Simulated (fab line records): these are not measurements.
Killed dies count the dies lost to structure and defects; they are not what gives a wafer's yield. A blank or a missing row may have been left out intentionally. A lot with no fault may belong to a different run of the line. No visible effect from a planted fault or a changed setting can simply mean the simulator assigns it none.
Which tool did it? -- flow n5-finfet -- 8 lots with 24 wafers sampled at 9 steps, on a route of 1938 steps

## WHAT EACH GAUGE READ, for each wafer
N5_DUMMY_GATE_CD_MEAS_24: target cd 15 nm.
lot,measured,on,cd-nm (nm)
L129,day 2 22:49,cd-sem-02,14.7 14.7 15.1
L130,day 3 06:18,cd-sem-03,15.3 14.9 15.3
L133,day 4 01:06,cd-sem-01,13.8 15.2 13.8
L134,day 4 05:13,cd-sem-03,14.9 15.8 15.1
L144,day 6 18:20,cd-sem-02,14.7 15.1 15.1
L148,day 7 16:17,cd-sem-01,14.4 14.3 15.2
L149,day 8 03:31,cd-sem-03,14.7 15.0 14.9
L151,day 8 11:04,cd-sem-02,14.8 14.8 14.5

N5_SPACER0_INSPECT_04: inspects for defects (darkfield).
lot,measured,on,raw-defect-count
L129,day 2 23:43,defect-inspect-02,113 115 94
L130,day 3 07:11,defect-inspect-01,155 131 132
L133,day 4 02:05,defect-inspect-02,112 155 185
L134,day 4 06:23,defect-inspect-01,120 140 138
L144,day 6 19:17,defect-inspect-02,107 88 351
L148,day 7 17:11,defect-inspect-01,128 150 118
L149,day 8 04:26,defect-inspect-02,93 129 159
L151,day 8 13:15,defect-inspect-02,133 214 158

N5_SD_EPI_N_OVL_MEAS_10.
lot,measured,on,SD_N_BLK_OVL (nm)
L129,day 3 00:08,overlay-02,0.0 -0.4 0.3
L130,day 3 07:37,overlay-01,-0.5 -2.4 -0.4
L133,day 4 02:31,overlay-01,0.8 -0.2 -0.3
L134,day 4 06:49,overlay-02,-0.7 -0.5 -0.8
L144,day 6 19:43,overlay-01,0.0 0.1 0.2
L148,day 7 17:29,overlay-01,-0.2 -0.6 -0.6
L149,day 8 04:45,overlay-01,0.1 1.4 0.1
L151,day 8 13:34,overlay-01,0.8 -0.5 -0.5

N5_SD_EPI_N_INSPECT_11: inspects for defects (macro).
lot,measured,on,raw-defect-count
L129,day 3 00:10,defect-inspect-01,4 4 1
L130,day 3 07:38,defect-inspect-01,0 3 1
L133,day 4 02:33,defect-inspect-01,2 3 2
L134,day 4 06:50,defect-inspect-01,2 1 0
L144,day 6 19:44,defect-inspect-01,1 0 254
L148,day 7 17:31,defect-inspect-02,0 4 0
L149,day 8 04:46,defect-inspect-01,1 1 3
L151,day 8 13:35,defect-inspect-01,1 2 3

N5_SD_EPI_N_INSPECT_26: inspects for defects (darkfield).
lot,measured,on,raw-defect-count
L129,day 3 05:16,defect-inspect-02,154 161 142
L130,day 3 11:41,defect-inspect-01,238 160 193
L133,day 4 06:37,defect-inspect-01,168 223 224
L134,day 4 11:51,defect-inspect-01,206 183 218
L144,day 7 01:26,defect-inspect-02,214 187 436
L148,day 7 21:29,defect-inspect-01,193 222 216
L149,day 8 08:54,defect-inspect-01,128 184 172
L151,day 8 17:34,defect-inspect-02,208 353 247

N5_SD_EPI_P_INSPECT_11: inspects for defects (macro).
lot,measured,on,raw-defect-count
L129,day 3 05:43,defect-inspect-01,2 1 7
L130,day 3 12:01,defect-inspect-01,4 1 1
L133,day 4 07:04,defect-inspect-02,3 3 0
L134,day 4 12:10,defect-inspect-02,1 5 3
L144,day 7 01:54,defect-inspect-02,1 1 245
L148,day 7 21:57,defect-inspect-01,5 2 3
L149,day 8 09:14,defect-inspect-02,4 1 2
L151,day 8 18:01,defect-inspect-02,3 3 1

N5_BEOL_M4_RC_MEAS_101.
lot,measured,on,DIBL_N (mV/V),DIBL_P (mV/V),IOFF_N (nA/um),IOFF_P (nA/um),ION_N (uA/um),ION_P (uA/um),SS_N (mV/dec),SS_P (mV/dec),VT_N (mV),VT_P (mV)
L129,day 8 02:34,prober-01,37.8 37.7 35.5,38.9 38.4 36.7,0.19 0.19 0.15,0.26 0.27 0.23,682 686 675,470 473 469,72.1 72.0 71.0,73.8 73.4 72.5,246 248 252,-245.8 -246.1 -248.8
L130,day 7 21:03,prober-01,35.2 37.2 34.7,35.6 38.1 35.4,0.15 0.18 0.14,0.23 0.28 0.23,683 671 673,472 469 473,71.4 71.3 70.8,72.4 73.8 72.9,249 246 252,-244.8 -244.1 -244.3
L133,day 8 22:09,prober-01,39.5 37.1 38.1,41.8 38.5 40.9,0.24 0.20 0.21,0.32 0.26 0.29,675 680 696,469 472 476,72.6 72.6 72.8,74.9 73.7 74.0,248 246 245,-246.1 -246.7 -245.6
L134,day 9 03:23,prober-01,36.4 33.1 37.8,36.4 32.5 39.1,0.16 0.11 0.21,0.19 0.16 0.25,669 671 688,456 460 472,71.9 71.3 72.2,73.9 72.4 74.0,251 254 243,-253.5 -256.4 -246.4
L144,day 13 19:34,prober-02,39.1 36.4 37.4,37.8 35.2 36.1,0.19 0.15 0.16,0.24 0.20 0.23,671 664 668,470 460 465,72.9 71.8 71.3,73.6 73.2 73.7,247 252 250,-247.0 -249.7 -246.5
L148,day 13 15:39,prober-02,37.7 37.1 35.4,38.0 36.4 35.3,0.17 0.16 0.13,0.21 0.19 0.18,679 667 665,457 447 458,72.3 72.0 71.1,73.4 72.9 73.0,250 253 252,-251.3 -255.7 -252.1
L149,day 13 20:59,prober-01,38.4 36.6 37.4,36.9 34.3 36.5,0.19 0.15 0.18,0.25 0.21 0.24,681 674 694,468 468 474,72.3 71.7 71.3,73.4 73.4 73.3,246 248 246,-245.4 -246.7 -247.4
L151,day 14 00:14,prober-02,36.3 38.9 38.1,37.6 40.8 39.7,0.16 0.22 0.20,0.22 0.28 0.26,682 684 709,468 473 484,71.6 72.1 71.6,73.7 74.7 74.1,251 246 245,-250.8 -246.8 -246.6

## EACH LOT AND THE TOOL THAT RAN IT (in order: tool; ch and the chambers of the sampled wafers; start)
lot,N5_DUMMY_GATE_ETCH_23,N5_DUMMY_GATE_STRIP_48
L129,"rie-si-05 ch 0,1,2, day 2 22:39","rie-diel-02 ch 0,2,3, day 2 22:55"
L130,"rie-si-04 ch 0,1, day 3 06:08","rie-diel-02 ch 1,2, day 3 06:24"
L133,"rie-si-05 ch 0,1,2, day 4 00:56","rie-diel-02 ch 0,1, day 4 01:18"
L134,"rie-si-01 ch 0,1,2, day 4 05:03","rie-diel-04 ch 1,2,3, day 4 05:19"
L144,"rie-si-05 ch 0,1,2, day 6 18:10","rie-diel-02 ch 0,1,2, day 6 18:26"
L148,"rie-si-01 ch 0,3, day 7 16:07","rie-diel-02 ch 0,2,3, day 7 16:23"
L149,"rie-si-01 ch 1,3, day 8 03:22","rie-diel-02 ch 0,2, day 8 03:39"
L151,"rie-si-01 ch 1,2, day 8 10:54","rie-diel-03 ch 2,3, day 8 11:10"
- N5_DUMMY_GATE_ETCH_23: etches poly-Si in HBr/Cl2/O2, target depth 41 nm, time 22.3 s.
- N5_DUMMY_GATE_STRIP_48: strips in N2/H2, time 20 s.

## WHAT THE TOOLS THEMSELVES READ (means of the sampled wafers that have a number; where no wafer has one, the mark that the record gives instead)
N5_DUMMY_GATE_ETCH_23.
lot,tool,drypump-motor-current-A (A),mfc-cl2-sccm (sccm),oes-product-au (a.u.),throttle-valve-pct (%)
L129,rie-si-05,5.6,80.02,0.977,37.11
L130,rie-si-04,6.1,80.10,0.989,37.11
L133,rie-si-05,5.6,80.06,0.985,37.12
L134,rie-si-01,5.9,79.91,0.996,37.19
L144,rie-si-05,5.6,79.75,0.971,37.11
L148,rie-si-01,5.8,79.74,0.993,37.12
L149,rie-si-01,6.1,80.11,0.992,37.02
L151,rie-si-01,6.0,79.89,0.993,37.07

N5_DUMMY_GATE_STRIP_48.
lot,tool,bias-power-w (W),drypump-motor-current-A (A),h2-flow-sccm (sccm),oes-product-au (a.u.),rf-vpp-V (V),showerhead-plenum-p-Torr (Torr),temp-c (C),throttle-valve-pct (%)
L129,rie-diel-02,3.001,6.0,300.7,0.71,45.1,3.33,40.04,12.33
L130,rie-diel-02,2.999,6.4,299.5,0.73,45.4,3.40,40.03,12.14
L133,rie-diel-02,2.993,6.4,299.4,0.75,45.2,3.37,40.05,12.08
L134,rie-diel-04,3.005,5.8,300.7,0.83,45.2,3.32,40.15,12.07
L144,rie-diel-02,3.002,6.3,299.4,0.78,44.3,3.38,40.02,12.05
L148,rie-diel-02,2.990,6.1,299.7,0.84,46.4,3.45,40.02,11.98
L149,rie-diel-02,2.999,6.4,300.6,0.77,44.7,3.38,40.04,12.12
L151,rie-diel-03,2.996,5.7,299.9,0.68,44.7,3.42,39.94,12.60

## THE ANSWER, worked out from the rows above alone
Rule: usual is defined by the lots themselves. Put in order of their means at a reading, lots are off if they are a third of the lots or fewer, leave a main group of 4 or more, and stand apart from it by a gap of 3 or more times the standard deviation of the main group's means; of several such gaps the widest counts. Not used: any main group whose means are identical at the precision the tables above print for the reading. A lot without any number at a reading at which 4 lots or more have one is off too. The other lots that the step has rows for count as sound. After the gauges, taken in route order, come the tools' own readings; for these a lot's mean is taken, as printed above. At the first step where some lot is off, the reading lying furthest off is the one used; lots without a number count as furthest.
Off: L144 (N5_SD_EPI_N_INSPECT_11, raw-defect-count). The main group: mean 1.8, standard deviation 0.64.
If a tool, at a process step before that reading, ran all the lots that are off and no sound lot after the first of them, it fits. The gauges at N5_SD_EPI_N_INSPECT_11 aren't tried: what is off there is off at N5_SD_EPI_P_INSPECT_11 too, on other tools, and a gauge's error can't cause that. One fits: N5_DUMMY_GATE_ETCH_23 on rie-si-05. A fault onset in the window from L133 (day 4 00:56, its last sound lot) to L144 (day 6 18:10, its first lot off) fits.

## WHAT HAD BEEN PUT IN BY THE SIMULATOR
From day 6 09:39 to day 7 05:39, rie-si-05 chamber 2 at N5_DUMMY_GATE_ETCH_23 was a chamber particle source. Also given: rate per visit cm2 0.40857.
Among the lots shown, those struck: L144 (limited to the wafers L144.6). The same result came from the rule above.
